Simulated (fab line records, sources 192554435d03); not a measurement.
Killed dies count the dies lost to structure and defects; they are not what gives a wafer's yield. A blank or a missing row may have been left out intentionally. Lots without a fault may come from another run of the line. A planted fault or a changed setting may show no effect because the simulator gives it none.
Which of the tools did it? ; flow n5 finfet ; 12 lots, 36 wafers sampled, at 3 steps of a route of 1938

WHAT EACH GAUGE READ, for each wafer
N5_GATE_CUT_INSPECT_26: inspects for defects (darkfield).
lot;measured;on;raw defect count
L075;day 4 22:10;defect inspect-01;59 55 57
L077;day 5 10:35;defect inspect-01;42 55 32
L079;day 5 22:31;defect inspect-01;137 66 56
L081;day 6 10:33;defect inspect-01;24 28 20
L083;day 6 19:06;defect inspect-01;35 44 19
L085;day 7 10:32;defect inspect-01;42 53 48
L086;day 9 00:50;defect inspect-01;70 32 32
L089;day 9 02:33;defect inspect-01;31 32 44
L093;day 10 06:42;defect inspect-02;63 59 38
L094;day 10 12:05;defect inspect-01;62 65 46
L092;day 10 16:23;defect inspect-01;69 64 34
L097;day 10 22:29;defect inspect-02;55 72 39

TOOL THAT RAN EACH LOT (tool first, then ch and the chambers of the sampled wafers, then the start)
lot;N5_GATE_CUT_ETCH_28;N5_GATE_CUT_CMP_23
L075;rie diel-03 ch 0,1,3, day 4 18:17;cmp-03 ch 1,2, day 4 21:08
L077;rie diel-02 ch 0,1,2, day 5 06:33;cmp-02 ch 0,1, day 5 09:33
L079;rie diel-03 ch 1,2, day 5 19:08;cmp-01 ch 0,2, day 5 21:29
L081;rie diel-01 ch 1,2,3, day 6 07:13;cmp-01 ch 1,2, day 6 09:31
L083;rie diel-03 ch 0,1,2, day 6 15:46;cmp-01 ch 0,2,3, day 6 18:08
L085;rie diel-01 ch 2,3, day 7 07:13;cmp-03 ch 0,1,3, day 7 09:32
L086;rie diel-01 ch 0,2, day 8 19:27;cmp-02 ch 1,2,3, day 8 23:47
L089;rie diel-02 ch 0,1,2, day 8 23:13;cmp-03 ch 0,2,3, day 9 01:31
L093;rie diel-01 ch 0,1,2, day 10 01:20;cmp-03 ch 0,1,3, day 10 05:47
L094;rie diel-01 ch 1,2,3, day 10 08:08;cmp-03 ch 0,2,3, day 10 11:03
L092;rie diel-01 ch 0,2,3, day 10 11:02;cmp-02 ch 0,1,2, day 10 14:25
L097;rie diel-03 ch 0,1,2, day 10 19:07;cmp-02 ch 0,1,3, day 10 21:26
- N5_GATE_CUT_ETCH_28: etches underlayer in N2/H2, target depth 13 nm, time 10.4 s.
- N5_GATE_CUT_CMP_23: polishes, stops on SiO2, t overpolish 23.4 s, target thk 16 nm.

THE ANSWER, worked out from the rows above alone
Rule: what is usual is taken from the lots themselves. Put in order of their means at a reading, lots are off if they are a third of the lots or fewer, leave a main group of 4 or more, and stand apart from it by a gap of 3 or more times the standard deviation of the main group's means; of several such gaps the widest counts. A main group is skipped when, at the precision printed for the reading in the tables above, its means are all equal. Also off: a lot with no number at a reading for which 4 or more lots have one. Where the step has rows for the other lots, those lots are counted as sound.
No lot is off on any of the readings shown, so nothing can be concluded from this.

WHAT THE SIMULATOR HAD PUT IN
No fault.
